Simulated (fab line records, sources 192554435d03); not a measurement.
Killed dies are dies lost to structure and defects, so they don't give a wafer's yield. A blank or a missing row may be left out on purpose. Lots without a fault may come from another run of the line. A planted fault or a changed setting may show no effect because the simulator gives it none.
Split-lot experiment | flow n5_finfet | 7 lots, 21 wafers read, on a route of 1938 steps

THE SPLIT
At N5_SD_EPI_N_ETCH_45 (etches SiOCN in CH3F/O2, target depth 6 nm), the setting target_depth_a was moved away from the recipe's 60 angstrom on 8 of the 21 wafers read, by -9.7% to +9.0%. The other wafers ran this setting at the recipe's value.

The reading is taken at the split's own step.

THE READING
etch.depth_nm (the simulator's own value, which no gauge read), in nm, at N5_SD_EPI_N_ETCH_45 (etches SiOCN in CH3F/O2, target depth 6 nm). The file gives no usual value for it. The 13 wafers here that ran the recipe average 5.966 nm, standard deviation 0.12 nm.

wafer  | tool, chamber at the split | target_depth_a as run, angstrom | against the recipe | etch.depth_nm, nm | against lot-mates on the recipe
L075.3 | rie_diel-05, 0             | 60                              | recipe             | 5.911             | -
L075.4 | rie_diel-05, 2             | 54.21                           | -9.7%              | 5.354             | -0.557
L075.5 | rie_diel-05, 1             | 54.21                           | -9.7%              | 5.43              | -0.481
L076.1 | rie_diel-04, 2             | 60                              | recipe             | 6.074             | -
L076.4 | rie_diel-04, 1             | 60                              | recipe             | 6.103             | -
L076.6 | rie_diel-04, 2             | 60                              | recipe             | 6.053             | -
L077.2 | rie_diel-05, 0             | 60                              | recipe             | 5.97              | -
L077.3 | rie_diel-05, 1             | 60                              | recipe             | 6.002             | -
L077.6 | rie_diel-05, 3             | 60                              | recipe             | 6.048             | -
L078.1 | rie_diel-05, 3             | 54.39                           | -9.4%              | 5.517             | -0.453
L078.3 | rie_diel-05, 2             | 60                              | recipe             | 5.97              | -
L078.5 | rie_diel-05, 3             | 54.39                           | -9.4%              | 5.425             | -0.545
L082.1 | rie_diel-03, 3             | 60                              | recipe             | 5.819             | -
L082.3 | rie_diel-03, 2             | 60                              | recipe             | 5.73              | -
L082.5 | rie_diel-03, 0             | 60                              | recipe             | 5.778             | -
L089.2 | rie_diel-05, 3             | 57.32                           | -4.5%              | 5.646             | no lot-mate on the recipe
L089.4 | rie_diel-05, 2             | 57.32                           | -4.5%              | 5.641             | no lot-mate on the recipe
L089.6 | rie_diel-05, 3             | 57.32                           | -4.5%              | 5.697             | no lot-mate on the recipe
L090.2 | rie_diel-04, 1             | 60                              | recipe             | 6.105             | -
L090.5 | rie_diel-04, 1             | 65.4                            | +9.0%              | 6.665             | +0.617
L090.6 | rie_diel-04, 2             | 60                              | recipe             | 5.991             | -

THE FIT
A straight line over all 21 wafers: etch.depth_nm changes by +0.0623 nm for each +1% of target_depth_a; r = +0.94; the points scatter about the line by 0.11 nm.
The same after taking each lot's own level away (the mean of its wafers on the recipe; 18 wafers): +0.0572 nm for each +1%; r = +0.99; scatter 0.046 nm.
On that fit, the largest move of target_depth_a shifts the reading by 0.55 nm.
The lots' own levels span 5.7757 to 6.0767 nm, that is 2.5 times the standard deviation above.
So the lot-to-lot level changes the slope little: the two slopes agree.
Check: with one of the wafers moved furthest among these (-9.7%) left out of the fit, the line predicts -0.534 nm for it against its lot-mates. It came out at -0.557 nm against them.

OTHER SPLITS ON THESE WAFERS
These wafers also went through other splits before the reading. Each is held against what the fit with the lots' levels taken away leaves over:
other split on the same wafers                    | wafers away from the commonest value | r with etch.depth_nm (lot level and that fit taken away)
N5_PMOS_HMC_CHANNEL_EPI_EXPOSE_06 dose_mj         | 13                                   | +0.13
N5_PMOS_HMC_CHANNEL_EPI_PEB_07 peb_time_s         | 4                                    | +0.16
N5_PMOS_HMC_CHANNEL_EPI_DEVELOP_08 develop_time_s | 6                                    | +0.00
N5_PMOS_HMC_CHANNEL_EPI_DESCUM_14 time_s          | 10                                   | +0.15
N5_FIN_SAQP_FIN_ETCH_36 icp_w                     | 8                                    | -0.15
N5_DUMMY_GATE_EXPOSE_12 dose_mj                   | 8                                    | +0.03
N5_DUMMY_GATE_ETCH_37 source_w                    | 8                                    | +0.12

THE FILE'S OWN FIT
etch.depth_nm changes by +0.0582 nm for each +1% of target_depth_a, r = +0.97.
